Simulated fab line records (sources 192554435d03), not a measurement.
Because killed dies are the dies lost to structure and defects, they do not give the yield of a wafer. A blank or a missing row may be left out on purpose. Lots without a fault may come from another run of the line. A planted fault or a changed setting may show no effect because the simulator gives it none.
Struck lot and sound lot, side by side / flow n5-finfet / 28 steps out of a route of 1938
Sound: wafers L225.1, L225.4, L225.5. Struck: wafer L228.4 (L228.3, L228.5, from the same lot, were not struck and are left out); the cause is given at the end.
Order at every step that has rows: each side's tool, ch and its chambers, its first start. Under that, the readings that differ: sound wafers / struck wafers / difference of the means / sigmas: that difference in standard deviations of wafers without a fault.
alike: readings with means less than 2 such deviations apart, plus words and numbers identical on both sides. not compared: withheld readings, readings lacking a value on some wafer, bounds such as >300 that could conceal the same value, and numbers that have no deviation in the record and whose values overlap.
The two part at a step that has a row with sigmas, a row that says differs or no value, or rows on one side only. Numbers that have no deviation but don't overlap get no sigmas and don't part them. Lack of a reading on every wafer of one side parts them only where that side has two or more wafers.

first, 9 steps without rows for these wafers: N5_BEOL_M0_SAQP_EXPOSE_37 (exposes mask M0 CUT1, target cd 30 nm); N5_BEOL_M0_SAQP_PEB_38 (peb time 60 s); N5_BEOL_M0_SAQP_DEVELOP_39 (develop time 30 s); N5_BEOL_M0_SAQP_DESCUM_45 (chemistry O2, time 7 s); N5_BEOL_M0_SAQP_ETCH_88 (etches underlayer in N2/H2, target depth 6.5 nm, time 5.2 s); N5_BEOL_M0_SAQP_ETCH_73 (etches SiARC in CF4, target depth 19.5 nm, time 32.5 s); N5_BEOL_M0_SAQP_CUT_ETCH_46 (etches SOC in N2/H2, target depth 135 nm, overetch 27 nm, time 202.5 s); N5_BEOL_M0_SAQP_STRIP_74 (strips in N2/H2); N5_BEOL_M0_SAQP_STRIP_89 (strips in N2/H2).
N5_BEOL_M0_SAQP_ALD_48: deposits SiO2, target thk 20 nm, pulse time 1 s, co reactant pulse time 1 s.
  sound on ald-sin-01 ch 1,3, day 6 11:34; struck on ald-sin-01 ch 0, day 7 02:40
reading=ald-cycles; sound=139 139 139; struck=210; difference=+71; sigmas=
reading=model.SiO2_of_BEOL_M0_SAQP_ALD_48.thk-nm (nm); sound=20 20 20; struck=30.2; difference=+10.2; sigmas=
  alike: chamber-pressure-Torr, heater-power-w, precursor-pulse-height-rel
  not compared: since-wet-clean-h
then, 15 steps without rows for these wafers: N5_BEOL_M0_SAQP_ETCH_49 (etches SiO2 in CF4/O2, target depth 37 nm); N5_BEOL_M0_SAQP_STRIP_75 (strips in CF4); N5_BEOL_M0_CUTY_COAT_50 (time 60 s, resist thk 15 nm); N5_BEOL_M0_CUTY_COAT_51 (resist thk 150 nm); N5_BEOL_M0_CUTY_EBR_52; N5_BEOL_M0_CUTY_SOFTBAKE_53 (time 60 s); N5_BEOL_M0_CUTY_EXPOSE_54 (exposes mask M0 ABLK); N5_BEOL_M0_CUTY_PEB_55 (peb time 60 s); N5_BEOL_M0_CUTY_DEVELOP_56 (develop time 30 s); N5_BEOL_M0_CUTY_DESCUM_61 (chemistry O2, time 7.9 s); N5_BEOL_M0_CUTY_ETCH_62 (etches SiARC in CF4, time 58.5 s); N5_BEOL_M0_CUTY_ETCH_63 (etches SOC in N2/H2, target depth 82.7 nm, overetch 16.5 nm, time 124 s); N5_BEOL_M0_CUTY_STRIP_64 (strips in N2/H2); N5_BEOL_M0_ETCH_138 (etches SiCN in CH3F/O2, target depth 12 nm, time 31.6 s); N5_BEOL_M0_HM_OPEN_105 (chemistry Cl2/BCl3, target TiN, target depth 12 nm).
N5_BEOL_M0_STRIP_140: strips in CF4.
  sound on rie-diel-02 ch 1,3, day 6 13:15; struck on rie-diel-02 ch 1, day 7 08:19
reading=model.SiO2_of_BEOL_M0_SAQP_ALD_48.thk-nm (nm); sound=11 11 11.4; struck=17; difference=+6; sigmas=
  alike: drypump-motor-current-A, oes-product-au, rf-vpp-V, showerhead-plenum-p-Torr, throttle-valve-pct
  not compared: rf-hours-counter-h
then, 1 step without rows for these wafers: N5_BEOL_M0_STRIP_104 (strips in N2/H2).
-- the record jumps here: 3 days lie between the struck wafers' starts before and after (it left off in module BEOL_M0 and takes up again in module BEOL_M4, whose first step shown is number 1111 of the route) --
N5_BEOL_M4_RC_MEAS_101:
  sound on prober-02 ch 0, day 9 18:14; struck on prober-02 ch 0, day 10 15:11
reading=IOFF_P (nA/um); sound=0.184 0.183 0.165; struck=0.232; difference=+0.055; sigmas=+2
reading=VT_P (mV); sound=-255.3 -253.7 -255.4; struck=-247.1; difference=+7.7; sigmas=+3
  alike: DIBL_N, DIBL_P, IOFF_N, ION_N, ION_P, SS_N, SS_P, VT_N

## WHERE THEY PART
At N5_BEOL_M4_RC_MEAS_101 and nowhere else, as far as this record goes.

WHY: the cause the simulator had injected
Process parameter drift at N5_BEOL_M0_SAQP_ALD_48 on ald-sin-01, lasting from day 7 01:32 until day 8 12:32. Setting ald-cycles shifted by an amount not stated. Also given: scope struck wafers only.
